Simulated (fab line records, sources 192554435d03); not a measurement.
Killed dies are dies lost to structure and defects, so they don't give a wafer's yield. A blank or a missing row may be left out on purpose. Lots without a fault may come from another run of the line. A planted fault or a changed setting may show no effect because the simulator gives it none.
fab line records | flow n5_finfet
record lots=24 wafers=72 last_day=18
route steps=1938 shown BEOL_M3@954
lots that met no fault: from a run of the same line without faults
start_h: hours from the record's first day to the start of the lot's first wafer shown | wait_h: hours since the lot's step before | " the same as in the row above | L1.1+2: a row that stands for several wafers | - no value, or no start given | * or withheld: withheld | < > ~ a bound
route shown NAME@n: a module of which the file shows steps, and the number in the route of the first | usual: mean/standard deviation of fault-free wafers | same: alike in all rows | chamber/n: place in a boat | sites: the reading at each site | _std_site: their standard deviation | _edge_site: outer sites' mean less inner sites' | radius_mm: how far each site lies from the wafer's centre | mask NAME#n: copy n | behind: the tool/chamber that last shaped the wafer | hold: why the lot was held/for how many hours/how that ended | device: the transistor (n, p or np) that didn't switch | end of line: the same wafers' tests at the end of the route | a step without rows: its recipe alone | killed: dies lost to structure and defects at the first sort, not the wafer's yield | map: a wafer's dies, x killed, . not, _ none there
set.NAME: the setting as run; set.NAME@STEP: as run at that earlier step | model.NAME: the simulator's own value behind a step, which no gauge read
steps of the route over a sample of lots; a table a step, a row a wafer
services: from which hour (start_h, from the record's first day; less than 0 if before it) a tool's chamber was out of use, for how many hours, and why
## steps
# step N5_BEOL_M3_HM_OPEN_17
# recipe chemistry=Cl2/BCl3 target_depth_a=200 overetch_a=60 target=TiN mask_material=SOC ion_energy_ev=150 pressure_mtorr=10 icp_w=1000 bias_w=126 Cl2_flow_sccm=53.25 bcl3_flow_sccm=21.75 Ar_flow_sccm=25
# usual drypump_motor_current_A=5.9/0.42 mfc_ar_sccm=25.00/0.081 mfc_cl2_sccm=53.24/0.16 oes_product_au=0.66/0.063 rf_fwd_power_W=992/3 throttle_valve_pct=22.22/0.27
# columns lot.wafer tool chamber start_h wait_h drypump_motor_current_A mfc_ar_sccm mfc_cl2_sccm oes_product_au rf_fwd_power_W rf_hours_counter_h throttle_valve_pct
L074.1 rie_metal-01 1 142.56 0.0 6.1 25.03 53.40 0.56 992 88 22.71
L074.3 " 1 " " 6.1 24.83 53.25 0.57 994 - 22.74
L074.6 " 0 " " 5.7 24.99 53.34 0.74 996 - 21.88
L075.1 rie_metal-03 0 158.27 0.0 6.7 25.12 53.11 0.73 996 21 22.17
L075.3 " 0 " " 6.6 24.99 53.22 0.73 995 - 22.13
L075.4 " 1 " " 5.9 24.93 53.20 0.68 995 - 22.08
L076.1 rie_metal-02 1 177.46 0.0 5.4 25.02 53.19 0.59 989 78 22.11
L076.3 " 1 " " 5.4 24.96 53.32 0.58 990 - 22.12
L076.6 " 0 " " 5.6 24.97 53.35 0.66 993 - 22.36
L077.1 rie_metal-01 0 178.13 0.0 5.7 25.06 53.13 0.74 991 16 21.87
L077.3 " 1 " " 6.1 24.93 53.28 0.58 992 - 22.71
L077.6 " 0 " " 5.7 24.84 52.99 0.73 991 - 21.89
L078.2 rie_metal-01 0 179.57 0.0 5.7 25.04 53.42 0.73 994 16 21.91
L078.4 " 0 " " 5.7 25.02 53.47 0.73 997 - 21.89
L078.5 " 0 " " 5.7 25.01 53.32 0.74 995 - 21.88
L079.1 rie_metal-01 1 180.97 0.0 6.1 24.82 53.23 0.56 991 91 22.74
L079.3 " 1 " " 6.1 24.85 53.21 0.56 988 - 22.74
L079.4 " 0 " " 5.7 25.08 53.06 0.73 992 - 21.89
L080.2 rie_metal-02 0 189.53 0.0 5.6 25.05 53.40 0.66 994 41 22.36
L080.4 " 1 " " 5.4 25.13 53.15 0.59 990 - 22.14
L080.5 " 1 " " 5.4 25.13 53.09 0.58 992 - 22.14
L081.1 rie_metal-03 0 192.33 0.0 6.6 25.17 53.27 0.72 993 23 22.16
L081.4 " 0 " " 6.7 25.21 52.71 0.71 993 - 22.17
L081.5 " 1 " " 5.9 24.94 53.40 0.67 991 - 22.09
L082.1 rie_metal-02 0 206.13 0.0 5.6 25.02 53.27 0.65 993 42 22.36
L082.3 " 0 " " 5.6 24.92 53.10 0.66 997 - 22.36
L082.5 " 1 " " 5.4 25.06 53.37 0.58 991 - 22.13
L083.1 rie_metal-03 0 206.47 0.0 6.7 24.96 53.09 0.73 995 24 22.14
L083.5 " 1 " " 5.9 25.02 53.12 0.68 991 - 22.09
L083.6 " 0 " " 6.6 24.99 53.12 0.73 995 - 22.13
L084.2 rie_metal-03 1 208.24 0.0 5.9 25.09 53.32 0.68 991 38 22.06
L084.3 " 0 " " 6.6 25.00 53.04 0.73 995 - 22.15
L084.5 " 1 " " 5.9 25.03 53.43 0.68 993 - 22.07
L085.3 rie_metal-01 0 213.53 0.1 5.7 24.93 53.28 0.72 989 - 21.90
L085.5 " 1 " " 6.1 25.10 53.40 0.55 992 - 22.77
L085.6 " 0 " " 5.7 25.05 53.33 0.71 995 - 21.89
L086.1 rie_metal-03 0 229.42 0.0 6.6 25.08 53.11 0.71 993 27 22.16
L086.3 " 1 " " 5.9 24.99 53.31 0.67 991 - 22.08
L086.4 " 0 " " 6.6 24.96 53.11 0.71 992 - 22.16
L087.2 rie_metal-01 0 230.45 0.0 5.7 24.97 53.05 0.70 995 21 21.90
L087.3 " 0 " " 5.7 24.96 53.10 0.71 992 - 21.89
L087.5 " 0 " " 5.7 25.04 53.20 0.71 993 - 21.91
L089.1 rie_metal-03 1 241.41 0.0 5.9 25.00 53.45 0.68 991 42 22.07
L089.5 " 0 " " 6.6 24.96 53.29 0.72 997 - 22.16
L089.6 " 1 " " 5.9 25.03 53.42 0.67 983 - 22.08
L088.1 rie_metal-03 0 251.57 0.0 6.6 24.90 53.31 0.71 991 30 22.18
L088.4 " 1 " " 5.9 25.00 53.14 0.67 991 - 22.10
L088.5 " 0 " " 6.6 24.96 53.33 0.72 993 - 22.16
L091.3 rie_metal-03 0 252.51 0.1 6.6 25.03 53.36 0.71 999 - 22.18
L091.4 " 1 " " 5.9 24.91 53.46 0.67 992 - 22.10
L091.6 " 1 " " 5.9 25.12 53.24 0.67 989 - 22.10
L090.1 rie_metal-02 1 255.82 0.0 5.3 24.95 53.15 0.58 986 83 22.12
L090.3 " 0 " " 5.6 24.92 53.28 0.64 985 - 22.37
L090.5 " 1 " " 5.3 25.04 53.40 0.58 991 - 22.14
L092.3 rie_metal-02 1 258.92 0.1 5.3 24.95 53.15 0.58 994 - 22.13
L092.4 " 0 " " 5.6 25.09 53.53 0.65 993 - 22.39
L092.6 " 0 " " 5.6 25.00 53.25 0.66 995 - 22.36
L093.3 rie_metal-03 0 264.45 0.1 6.6 24.96 53.48 0.70 992 - 22.15
L093.4 " 1 " " 5.9 24.86 53.11 0.66 988 - 22.08
L093.6 " 1 " " 5.9 24.70 53.20 0.66 992 - 22.07
L094.1 rie_metal-03 1 275.87 0.0 5.9 25.03 53.38 0.67 985 46 22.10
L094.5 " 1 " " 5.9 25.06 53.30 0.66 988 - 22.08
L094.6 " 0 " " 6.6 25.05 53.10 0.71 992 - 22.16
L095.2 rie_metal-01 1 279.73 0.0 6.1 25.05 53.11 0.54 993 101 22.75
L095.4 " 1 " " 6.1 25.01 53.17 0.55 991 - 22.76
L095.6 " 0 " " 5.7 24.81 53.37 0.70 992 - 21.91
L096.1 rie_metal-02 1 283.42 0.0 5.3 25.11 53.33 0.58 989 85 22.12
L096.5 " 0 " " 5.6 24.98 53.34 0.65 993 - 22.38
L096.6 " 1 " " 5.4 25.06 53.38 0.58 989 - 22.12
L097.1 rie_metal-01 0 293.15 0.0 5.7 25.05 53.50 0.70 994 27 21.89
L097.2 " 1 " " 6.1 25.08 53.14 0.54 992 102 22.77
L097.3 " 0 " " 5.7 25.08 53.42 0.69 995 - 21.89
# step N5_BEOL_M3_DESCUM_33
# recipe chemistry=O2 time_s=7 source_power_w=50 bias_power_w=20 pressure_mtorr=20 rf_frequency_hz=2.712e+07 temp_c=40 resist=CAR-EUV o2_flow_sccm=225
# usual drypump_motor_current_A=5.7/0.41 oes_product_au=0.83/0.079 rf_fwd_power_W=49.32/0.25 rf_vpp_V=243.4/1.1 showerhead_plenum_p_Torr=2.11/0.048 throttle_valve_pct=20.37/0.18
# columns lot.wafer tool chamber start_h wait_h drypump_motor_current_A oes_product_au rf_fwd_power_W rf_hours_counter_h rf_vpp_V showerhead_plenum_p_Torr throttle_valve_pct
L074.1 rie_diel-02 1 143.18 0.0 4.9 0.70 49.06 240 244.8 2.13 20.36
L074.3 " 3 " " 5.2 0.72 49.04 160 244.2 2.17 20.60
L074.6 " 3 " " 5.1 0.72 49.17 - 244.3 2.18 20.60
L075.1 rie_diel-05 2 158.89 0.0 5.5 0.92 49.29 31 243.4 2.16 20.43
L075.3 " 0 " " 6.2 0.74 48.93 162 244.3 2.16 20.59
L075.4 " 1 " " 5.6 0.76 49.22 146 242.3 2.11 20.48
L076.1 rie_diel-04 2 178.21 0.0 6.4 0.87 49.54 47 243.3 2.13 20.49
L076.3 " 1 " " 5.3 0.94 49.14 9 242.4 2.03 20.11
L076.6 " 2 " " 6.4 0.87 49.58 - 244.2 2.13 20.48
L077.1 rie_diel-05 0 178.89 0.0 6.2 0.73 49.15 167 245.0 2.16 20.59
L077.3 " 3 " " 5.6 0.90 49.56 18 243.9 2.06 20.33
L077.6 " 2 " " 5.5 0.91 49.40 - 243.7 2.15 20.42
L078.2 rie_diel-04 1 180.61 0.3 5.4 0.94 49.33 10 241.6 2.03 20.11
L078.4 " 3 " " 5.7 0.88 49.47 38 242.3 2.11 20.34
L078.5 " 1 " " 5.3 0.94 49.16 - 243.0 2.03 20.10
L079.1 rie_diel-04 3 181.60 0.0 5.7 0.88 49.63 38 242.1 2.11 20.34
L079.3 " 1 " " 5.3 0.94 49.41 10 242.2 2.03 20.10
L079.4 " 2 " " 6.4 0.87 49.69 48 242.9 2.13 20.49
L080.2 rie_diel-05 3 190.29 0.0 5.6 0.89 49.40 23 243.5 2.06 20.35
L080.4 " 1 " " 5.6 0.74 49.39 154 243.3 2.11 20.51
L080.5 " 3 " " 5.6 0.90 49.37 - 245.2 2.06 20.34
L081.1 rie_diel-05 2 193.47 0.4 5.5 0.89 49.19 42 243.5 2.15 20.44
L081.4 " 1 " " 5.6 0.75 49.21 155 241.7 2.11 20.50
L081.5 " 0 " " 6.2 0.74 48.98 - 243.5 2.16 20.61
L082.1 rie_diel-04 0 206.98 0.2 5.9 0.76 49.52 146 243.3 2.12 20.43
L082.3 " 2 " " 6.4 0.86 49.72 55 244.1 2.13 20.50
L082.5 " 0 " " 5.9 0.77 49.50 - 243.4 2.12 20.41
L083.1 rie_diel-04 3 207.15 0.0 5.7 0.86 49.38 46 242.9 2.11 20.34
L083.5 " 1 " " 5.4 0.92 49.19 - 244.3 2.03 20.11
L083.6 " 0 " " 5.9 0.75 49.37 - 243.0 2.12 20.43
L084.2 rie_diel-04 3 208.87 0.0 5.7 0.86 49.47 46 243.4 2.11 20.35
L084.3 " 0 " " 5.9 0.76 49.74 147 243.1 2.12 20.43
L084.5 " 1 " " 5.4 0.91 49.40 - 241.7 2.03 20.12
L085.3 rie_diel-05 2 214.13 0.0 5.4 0.88 49.38 49 244.2 2.15 20.46
L085.5 " 0 " " 6.2 0.73 48.95 - 243.6 2.16 20.61
L085.6 " 2 " " 5.5 0.88 49.50 - 243.8 2.15 20.46
L086.1 rie_diel-04 1 230.29 0.0 5.4 0.91 49.12 25 240.9 2.03 20.13
L086.3 " 3 " " 5.7 0.85 49.52 52 242.7 2.10 20.36
L086.4 " 2 " " 6.3 0.85 49.70 62 243.0 2.13 20.50
L087.2 rie_diel-02 3 231.08 0.0 5.2 0.70 49.13 185 245.1 2.17 20.64
L087.3 " 0 " " 5.4 0.94 49.32 15 245.3 2.22 19.98
L087.5 " 3 " " 5.2 0.71 49.32 - 243.9 2.17 20.65
L089.1 rie_diel-04 1 242.06 0.0 5.3 0.90 49.40 28 242.9 2.03 20.13
L089.5 " 1 " " 5.3 0.90 49.15 - 243.5 2.03 20.13
L089.6 " 2 " " 6.4 0.85 49.51 - 244.5 2.12 20.51
L088.1 rie_diel-02 2 252.33 0.0 5.6 0.74 49.50 182 243.4 2.10 20.35
L088.4 " 3 " " 5.2 0.70 49.09 192 244.3 2.16 20.63
L088.5 " 3 " " 5.2 0.70 48.91 - 244.9 2.16 20.65
L091.3 rie_diel-04 0 253.42 0.0 5.9 0.75 49.15 158 243.0 2.12 20.45
L091.4 " 2 " " 6.4 0.84 49.52 69 243.9 2.12 20.50
L091.6 " 3 " " 5.7 0.84 49.58 - 243.1 2.10 20.38
L090.1 rie_diel-04 1 256.57 0.0 5.4 0.89 49.04 33 243.7 2.03 20.15
L090.3 " 3 " " 5.7 0.84 49.52 59 243.6 2.10 20.37
L090.5 " 1 " " 5.3 0.90 48.96 - 242.6 2.03 20.14
L092.3 rie_diel-02 3 259.65 0.0 5.2 0.70 49.08 195 244.2 2.16 20.66
L092.4 " 3 " " 5.2 0.70 49.15 - 244.1 2.16 20.66
L092.6 " 0 " " 5.4 0.90 49.55 - 246.2 2.22 20.01
L093.3 rie_diel-04 0 265.04 0.0 5.9 0.76 49.60 162 243.5 2.11 20.46
L093.4 " 3 " " 5.7 0.84 49.34 62 243.2 2.10 20.37
L093.6 " 3 " " 5.7 0.84 49.40 - 243.5 2.10 20.36
L094.1 rie_diel-04 3 276.62 0.0 5.7 0.84 49.55 65 243.9 2.10 20.38
L094.5 " 2 " " 6.3 0.83 49.76 - 242.2 2.12 20.54
L094.6 " 1 " " 5.3 0.89 49.15 - 240.5 2.02 20.15
L095.2 rie_diel-02 2 280.40 0.0 5.6 0.74 49.36 187 243.4 2.10 20.36
L095.4 " 0 " " 5.4 0.90 49.32 31 246.0 2.22 20.02
L095.6 " 2 " " 5.6 0.74 49.59 - 242.8 2.10 20.36
L096.1 rie_diel-04 0 284.04 0.0 5.9 0.75 49.39 168 242.7 2.11 20.46
L096.5 " 3 " " 5.7 0.83 49.47 - 244.0 2.10 20.38
L096.6 " 0 " " 5.9 0.74 49.47 - 243.6 2.11 20.48
L097.1 rie_diel-02 3 293.86 0.1 5.2 0.69 49.30 203 244.0 2.16 20.67
L097.2 " 1 " " 4.9 0.91 49.10 26 243.2 2.12 20.07
L097.3 " 0 " " 5.4 0.90 49.16 35 245.1 2.22 20.02
# step N5_BEOL_M3_DEGAS_44
# recipe ambient=vacuum temp_c=250 time_s=60
# usual heater_power_w=333/48
# columns lot.wafer tool chamber start_h wait_h heater_power_w
L074.1 pvd_sputter-01 - 148.81 0.0 301
L074.3 " - " " 379
L074.6 " - " " 301
L075.1 pvd_sputter-01 - 161.35 0.3 305
L075.3 " - " " 315
L075.4 " - " " 299
L076.1 pvd_sputter-02 - 179.05 0.0 319
L076.3 " - " " 305
L076.6 " - " " 323
L077.1 pvd_sputter-02 - 179.81 0.0 311
L077.3 " - " " 295
L077.6 " - " " 305
L078.2 pvd_sputter-02 - 185.35 0.4 283
L078.4 " - " " 427
L078.5 " - " " 302
L079.1 pvd_sputter-01 - 185.95 0.5 319
L079.3 " - " " 374
L079.4 " - " " 300
L080.2 pvd_sputter-02 - 191.92 0.2 429
L080.4 " - " " 305
L080.5 " - " " 313
L081.1 pvd_sputter-02 - 198.86 0.2 304
L081.4 " - " " 291
L081.5 " - " " 293
L082.1 pvd_sputter-03 - 208.34 0.5 280
L082.3 " - " " 390
L082.5 " - " " 386
L083.1 pvd_sputter-03 - 212.84 0.5 284
L083.5 " - " " 304
L083.6 " - " " 387
L085.3 pvd_sputter-02 - 217.58 0.5 419
L085.5 " - " " 429
L085.6 " - " " 290
L084.2 pvd_sputter-01 - 217.85 0.2 299
L084.3 " - " " 371
L084.5 " - " " 371
L086.1 pvd_sputter-03 - 237.42 1.1 347
L086.3 " - " " 299
L086.4 " - " " 280
L087.2 pvd_sputter-02 - 238.05 0.1 307
L087.3 " - " " 428
L087.5 " - " " 283
L089.1 pvd_sputter-02 - 245.81 0.2 308
L089.5 " - " " 303
L089.6 " - " " 317
L088.1 pvd_sputter-02 - 253.16 0.0 428
L088.4 " - " " 311
L088.5 " - " " 304
L091.3 pvd_sputter-02 - 255.81 0.3 294
L091.4 " - " " 423
L091.6 " - " " 425
L090.1 pvd_sputter-02 - 258.90 0.0 289
L090.3 " - " " 303
L090.5 " - " " 287
L093.3 pvd_sputter-03 - 268.70 0.4 300
L093.4 " - " " 377
L093.6 " - " " 388
L092.3 pvd_sputter-01 - 268.77 0.4 376
L092.4 " - " " 312
L092.6 " - " " 326
L094.1 pvd_sputter-02 - 285.55 0.5 309
L094.5 " - " " 289
L094.6 " - " " 433
L095.2 pvd_sputter-02 - 285.63 0.3 280
L095.4 " - " " 308
L095.6 " - " " 294
L096.1 pvd_sputter-02 - 285.71 0.4 309
L096.5 " - " " 316
L096.6 " - " " 291
L097.1 pvd_sputter-03 - 303.37 0.6 382
L097.2 " - " " 282
L097.3 " - " " 350
# step N5_BEOL_M3_PRE_CLEAN_45
# recipe gas=H2/He time_s=30 temp_c=250
# usual heater_power_w=333/48
# columns lot.wafer tool chamber start_h wait_h heater_power_w
L074.1 pvd_sputter-01 - 148.85 0.0 298
L074.3 " - " " 369
L074.6 " - " " 298
L075.1 pvd_sputter-01 - 161.39 0.0 302
L075.3 " - " " 317
L075.4 " - " " 301
L076.1 pvd_sputter-02 - 179.09 0.0 314
L076.3 " - " " 302
L076.6 " - " " 322
L077.1 pvd_sputter-02 - 179.85 0.0 320
L077.3 " - " " 292
L077.6 " - " " 306
L078.2 pvd_sputter-02 - 185.39 0.0 292
L078.4 " - " " 428
L078.5 " - " " 301
L079.1 pvd_sputter-01 - 185.99 0.0 322
L079.3 " - " " 367
L079.4 " - " " 302
L080.2 pvd_sputter-02 - 191.96 0.0 446
L080.4 " - " " 305
L080.5 " - " " 304
L081.1 pvd_sputter-02 - 198.90 0.0 304
L081.4 " - " " 293
L081.5 " - " " 289
L082.1 pvd_sputter-03 - 208.38 0.0 282
L082.3 " - " " 381
L082.5 " - " " 390
L083.1 pvd_sputter-03 - 212.88 0.0 282
L083.5 " - " " 300
L083.6 " - " " 382
L085.3 pvd_sputter-02 - 217.62 0.0 435
L085.5 " - " " 431
L085.6 " - " " 288
L084.2 pvd_sputter-01 - 217.89 0.0 305
L084.3 " - " " 368
L084.5 " - " " 378
L086.1 pvd_sputter-03 - 237.46 0.0 350
L086.3 " - " " 311
L086.4 " - " " 285
L087.2 pvd_sputter-02 - 238.09 0.0 310
L087.3 " - " " 424
L087.5 " - " " 299
L089.1 pvd_sputter-02 - 245.85 0.0 309
L089.5 " - " " 309
L089.6 " - " " 324
L088.1 pvd_sputter-02 - 253.20 0.0 433
L088.4 " - " " 302
L088.5 " - " " 302
L091.3 pvd_sputter-02 - 255.85 0.0 294
L091.4 " - " " 422
L091.6 " - " " 425
L090.1 pvd_sputter-02 - 258.94 0.0 283
L090.3 " - " " 299
L090.5 " - " " 293
L093.3 pvd_sputter-03 - 268.74 0.0 304
L093.4 " - " " 382
L093.6 " - " " 383
L092.3 pvd_sputter-01 - 268.81 0.0 376
L092.4 " - " " 313
L092.6 " - " " 316
L094.1 pvd_sputter-02 - 285.59 0.0 299
L094.5 " - " " 301
L094.6 " - " " 415
L095.2 pvd_sputter-02 - 285.67 0.0 286
L095.4 " - " " 302
L095.6 " - " " 287
L096.1 pvd_sputter-02 - 285.75 0.0 312
L096.5 " - " " 310
L096.6 " - " " 291
L097.1 pvd_sputter-03 - 303.41 0.0 381
L097.2 " - " " 276
L097.3 " - " " 359
# step N5_BEOL_M3_SURFACE_TREAT_85
# recipe gas=Ar time_s=* ion_energy_ev=* ion_current_ma_cm2=0.5 pressure_mtorr=* ar_flow_sccm=30
# usual ar_flow_sccm=30.02/0.1 throttle_valve_pct=*
# columns lot.wafer tool chamber start_h wait_h ar_flow_sccm throttle_valve_pct
L074.1 pvd_sputter-02 - 149.16 0.1 29.93 *
L074.3 " - " " 29.99 *
L074.6 " - " " 30.16 *
L075.1 pvd_sputter-02 - 161.71 0.2 29.96 *
L075.3 " - " " 29.97 *
L075.4 " - " " 30.00 *
L076.1 pvd_sputter-03 - 179.42 0.2 30.07 *
L076.3 " - " " 29.94 *
L076.6 " - " " 29.97 *
L077.1 pvd_sputter-02 - 180.13 0.1 30.10 *
L077.3 " - " " 30.07 *
L077.6 " - " " 29.76 *
L078.2 pvd_sputter-02 - 185.87 0.2 30.19 *
L078.4 " - " " 29.99 *
L078.5 " - " " 30.15 *
L079.1 pvd_sputter-03 - 186.52 0.3 30.06 *
L079.3 " - " " 30.07 *
L079.4 " - " " 30.07 *
L080.2 pvd_sputter-01 - 192.28 0.2 30.13 *
L080.4 " - " " 29.92 *
L080.5 " - " " 29.96 *
L081.1 pvd_sputter-01 - 199.30 0.2 29.76 *
L081.4 " - " " 30.18 *
L081.5 " - " " 30.06 *
L082.1 pvd_sputter-03 - 208.78 0.2 29.89 *
L082.3 " - " " 30.21 *
L082.5 " - " " 30.05 *
L083.1 pvd_sputter-01 - 213.33 0.2 29.99 *
L083.5 " - " " 29.94 *
L083.6 " - " " 30.05 *
L085.3 pvd_sputter-01 - 217.93 0.1 30.09 *
L085.5 " - " " 30.23 *
L085.6 " - " " 30.04 *
L084.2 pvd_sputter-02 - 218.18 0.1 29.88 *
L084.3 " - " " 30.02 *
L084.5 " - " " 30.14 *
L086.1 pvd_sputter-01 - 237.98 0.4 29.94 *
L086.3 " - " " 29.97 *
L086.4 " - " " 29.95 *
L087.2 pvd_sputter-03 - 238.38 0.1 30.21 *
L087.3 " - " " 30.07 *
L087.5 " - " " 30.13 *
L089.1 pvd_sputter-03 - 246.16 0.1 30.12 *
L089.5 " - " " 30.02 *
L089.6 " - " " 30.13 *
L088.1 pvd_sputter-02 - 253.63 0.2 30.16 *
L088.4 " - " " 29.89 *
L088.5 " - " " 30.03 *
L091.3 pvd_sputter-03 - 256.23 0.1 29.76 *
L091.4 " - " " 30.03 *
L091.6 " - " " 29.87 *
L090.1 pvd_sputter-02 - 259.28 0.2 29.90 *
L090.3 " - " " 30.08 *
L090.5 " - " " 30.25 *
L093.3 pvd_sputter-03 - 269.10 0.2 29.81 *
L093.4 " - " " 30.03 *
L093.6 " - " " 30.05 *
L092.3 pvd_sputter-03 - 269.14 0.2 29.97 *
L092.4 " - " " 29.84 *
L092.6 " - " " 30.02 *
L094.1 pvd_sputter-03 - 285.90 0.1 29.96 *
L094.5 " - " " 30.00 *
L094.6 " - " " 30.05 *
L095.2 pvd_sputter-02 - 286.11 0.1 29.97 *
L095.4 " - " " 30.21 *
L095.6 " - " " 29.96 *
L096.1 pvd_sputter-03 - 286.42 0.3 29.98 *
L096.5 " - " " 30.04 *
L096.6 " - " " 30.17 *
L097.1 pvd_sputter-03 - 304.03 0.4 30.05 *
L097.2 " - " " 30.00 *
L097.3 " - " " 30.03 *
# step N5_BEOL_M3_SPUTTER_88
# recipe material=Cu target_thk_a=45 temp_c=-20 chamber_pressure_pa=0.07 power_w=withheld time_s=8.29
# usual chamber_pressure_pa=0.07001/0.00013 throttle_valve_pct=30.3/1.3
# columns lot.wafer tool chamber start_h wait_h chamber_pressure_pa throttle_valve_pct
L074.1 pvd_sputter-02 - 150.48 0.1 0.06994 28.9
L074.3 " - " " 0.07011 30.6
L074.6 " - " " 0.06983 28.9
L075.1 pvd_sputter-01 - 162.87 0.1 0.06993 30.0
L075.3 " - " " 0.07015 28.4
L075.4 " - " " 0.0699 30.1
L076.1 pvd_sputter-01 - 180.52 0.1 0.06973 31.3
L076.3 " - " " 0.07025 30.2
L076.6 " - " " 0.06999 32.1
L077.1 pvd_sputter-02 - 181.23 0.1 0.07005 30.7
L077.3 " - " " 0.07007 30.2
L077.6 " - " " 0.07003 30.9
L078.2 pvd_sputter-01 - 187.01 0.1 0.07011 32.0
L078.4 " - " " 0.07002 31.3
L078.5 " - " " 0.07008 31.8
L079.1 pvd_sputter-03 - 187.72 0.1 0.07002 29.0
L079.3 " - " " 0.07009 32.2
L079.4 " - " " 0.07011 28.7
L080.2 pvd_sputter-02 - 193.48 0.1 0.06995 28.8
L080.4 " - " " 0.06993 31.1
L080.5 " - " " 0.07019 30.9
L081.1 pvd_sputter-01 - 200.46 0.1 0.06978 31.4
L081.4 " - " " 0.07004 28.4
L081.5 " - " " 0.07006 28.5
L082.1 pvd_sputter-03 - 211.68 0.1 0.07011 32.1
L082.3 " - " " 0.07018 28.4
L082.5 " - " " 0.07014 32.0
L083.1 pvd_sputter-01 - 214.61 0.1 0.06977 30.3
L083.5 " - " " 0.07022 28.4
L083.6 " - " " 0.0698 30.2
L085.3 pvd_sputter-01 - 219.05 0.1 0.06998 31.4
L085.5 " - " " 0.06981 28.3
L085.6 " - " " 0.06985 30.1
L084.2 pvd_sputter-03 - 219.42 0.1 0.06987 28.8
L084.3 " - " " 0.0703 32.4
L084.5 " - " " 0.06995 28.7
L086.1 pvd_sputter-02 - 239.38 0.1 0.07022 30.9
L086.3 " - " " 0.07026 28.7
L086.4 " - " " 0.07011 30.2
L087.2 pvd_sputter-03 - 239.75 0.1 0.06978 28.4
L087.3 " - " " 0.06995 31.3
L087.5 " - " " 0.06988 28.5
L089.1 pvd_sputter-03 - 247.42 0.1 0.06983 28.3
L089.5 " - " " 0.0701 28.5
L089.6 " - " " 0.07 31.5
L088.1 pvd_sputter-02 - 254.85 0.1 0.07003 30.8
L088.4 " - " " 0.07009 29.2
L088.5 " - " " 0.06999 28.9
L091.3 pvd_sputter-01 - 257.38 0.1 0.07001 30.4
L091.4 " - " " 0.07008 28.5
L091.6 " - " " 0.0698 31.9
L090.1 pvd_sputter-02 - 260.51 0.1 0.06995 30.3
L090.3 " - " " 0.07015 29.0
L090.5 " - " " 0.07011 30.5
L093.3 pvd_sputter-03 - 270.24 0.1 0.06996 28.8
L093.4 " - " " 0.06997 31.7
L093.6 " - " " 0.06996 32.3
L092.3 pvd_sputter-01 - 270.35 0.1 0.06997 32.0
L092.4 " - " " 0.07022 30.2
L092.6 " - " " 0.06987 31.3
L094.1 pvd_sputter-02 - 287.03 0.1 0.07001 30.1
L094.5 " - " " 0.06993 30.2
L094.6 " - " " 0.06978 30.8
L095.2 pvd_sputter-03 - 287.46 0.1 0.07019 28.6
L095.4 " - " " 0.07037 29.0
L095.6 " - " " 0.07008 28.4
L096.1 pvd_sputter-02 - 290.71 0.1 0.07 30.9
L096.5 " - " " 0.06992 30.8
L096.6 " - " " 0.06989 30.0
L097.1 pvd_sputter-02 - 306.17 0.1 0.07001 30.9
L097.2 " - " " 0.06984 28.8
L097.3 " - " " 0.07012 30.8
## services
# columns tool chamber start_h hours kind
rie_diel-04 2 143.32 5.9 repair
rie_diel-04 - 144.48 0.2 repair
pvd_sputter-03 - 144.93 4.2 repair
rie_diel-02 2 145.20 5.7 repair
rie_metal-02 - 153.70 1.6 repair
rie_diel-02 0 162.78 - clean
rie_diel-02 0 162.78 - consumable_replace:focus_ring
rie_diel-02 0 162.78 - consumable_replace:showerhead
rie_diel-02 0 162.78 20.6 scheduled_down
rie_diel-02 0 162.78 20.6 vent_cycle
rie_diel-02 - 174.67 14.6 pm
pvd_sputter-03 - 178.36 1.0 repair
rie_metal-02 0 185.95 2.6 repair
rie_diel-02 1 189.27 - clean
rie_diel-02 1 189.27 - consumable_replace:focus_ring
rie_diel-02 1 189.27 21.8 scheduled_down
rie_diel-02 0 190.78 2.9 repair
rie_diel-02 3 201.95 4.0 repair
rie_diel-05 3 210.20 15.3 repair
rie_metal-02 1 228.40 16.7 repair
rie_diel-02 3 264.08 11.4 repair
rie_diel-02 - 271.71 2.8 pm
rie_metal-02 1 285.23 5.5 repair
rie_diel-02 - 300.28 4.0 repair
## key
fault none
